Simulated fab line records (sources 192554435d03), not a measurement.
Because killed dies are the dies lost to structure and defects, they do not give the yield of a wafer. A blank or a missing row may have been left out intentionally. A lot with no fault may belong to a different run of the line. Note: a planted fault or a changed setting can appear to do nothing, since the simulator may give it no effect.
A struck lot beside a sound one :: flow n5-finfet :: 19 steps out of a route of 1938
Sound: wafers L974.3, L974.4, L974.6. Struck: wafers L969.1, L969.2, L969.5. Last of all comes the cause.
Order at every step that has rows: each side's tool, ch and its chambers, its first start. Under that, the readings that differ: sound wafers :: struck wafers :: difference of the means :: sigmas: that difference in standard deviations of wafers without a fault.
alike: readings with means less than 2 such deviations apart, plus words and numbers identical on both sides. not compared: withheld readings, readings lacking a value on some wafer, bounds such as >300 that could conceal the same value, and numbers that have no deviation in the record and whose values overlap.
Wherever a step has rows on one side only, a row that says differs or no value, or a row with sigmas, the two part there. Numbers that don't overlap but have no deviation are shown without sigmas and don't part them. A reading missing from all wafers of one side parts the sides only when that side holds two or more wafers.

first, 11 steps without rows for these wafers: N5_BEOL_M5_STRIP_63 (strips in N2/H2); N5_BEOL_M5_STRIP_73 (strips in N2/H2); N5_BEOL_M5_STRIP_64 (strips in CF4); N5_BEOL_M5_HM_OPEN_17 (chemistry Cl2/BCl3, target TiN, target depth 20 nm, overetch 6 nm); N5_BEOL_M5_STRIP_19 (strips in O2); N5_BEOL_M5_COAT_65 (time 60 s, resist thk 60 nm); N5_BEOL_M5_COAT_66 (time 60 s, resist thk 12 nm); N5_BEOL_M5_COAT_74 (time 60 s, resist thk 5 nm); N5_BEOL_M5_COAT_22 (resist thk 30 nm); N5_BEOL_M5_EBR_24; N5_BEOL_M5_SOFTBAKE_23 (time 60 s).
N5_BEOL_M5_EXPOSE_25: exposes mask V4, defocus 10 nm.
  sound on euv-scanner-02 ch 0, day 12 16:25; struck on euv-scanner-01 ch 0, day 11 15:45
reading: exposure-dose-mJ-cm2
sound: 52.56 52.52 52.60
struck: 51.70 51.69 51.75
difference: -0.85
sigmas: -11
  alike: mask
then, 3 steps without rows for these wafers: N5_BEOL_M5_PEB_26 (peb time 60 s); N5_BEOL_M5_DEVELOP_27 (develop time 30 s); N5_BEOL_M5_DESCUM_33 (chemistry O2, time 7 s).
N5_BEOL_M5_ETCH_75: etches underlayer in N2/H2, target depth 6.5 nm, time 5.2 s.
  sound on rie-diel-06 ch 2,3, day 12 17:34; struck on rie-diel-02 ch 0,1, day 11 16:03
  alike: drypump-motor-current-A, etch-rf-on-time-s, h2-flow-sccm, oes-product-au, rf-vpp-V, showerhead-plenum-p-Torr, throttle-valve-pct
  not compared: rf-hours-counter-h, model.BEOL_M5.cd-nm
N5_BEOL_M5_ETCH_67: etches SiARC in CF4, target depth 15.6 nm, time 26 s.
  sound on rie-diel-06 ch 2,3, day 12 17:35; struck on rie-diel-02 ch 0,1, day 11 16:04
  alike: drypump-motor-current-A, etch-rf-on-time-s, oes-product-au, rf-vpp-V, showerhead-plenum-p-Torr, throttle-valve-pct
  not compared: rf-hours-counter-h, model.BEOL_M5.cd-nm
then, 1 step without rows for these wafers: N5_BEOL_M5_ETCH_68 (etches SOC in N2/H2, target depth 80 nm, overetch 16 nm, time 120 s).
-- a jump in the record: the struck wafers' starts before and after are 4 days apart (it breaks off in module BEOL_M5 and resumes in module PASSIVATION, where the first step shown is number 1936 of the route) --
N5_PASSIVATION_PROBE_49:
  record: rows for the struck wafers here (prober-01, day 15 20:36), none for the sound ones

== WHERE THEY PART ==
At N5_BEOL_M5_EXPOSE_25 first; at N5_PASSIVATION_PROBE_49 last (within this record only).

WHY: what had been put in by the simulator
Process parameters drifting: euv-scanner-01 at N5_BEOL_M5_EXPOSE_25, beginning at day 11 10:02. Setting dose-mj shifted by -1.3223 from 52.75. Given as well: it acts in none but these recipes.
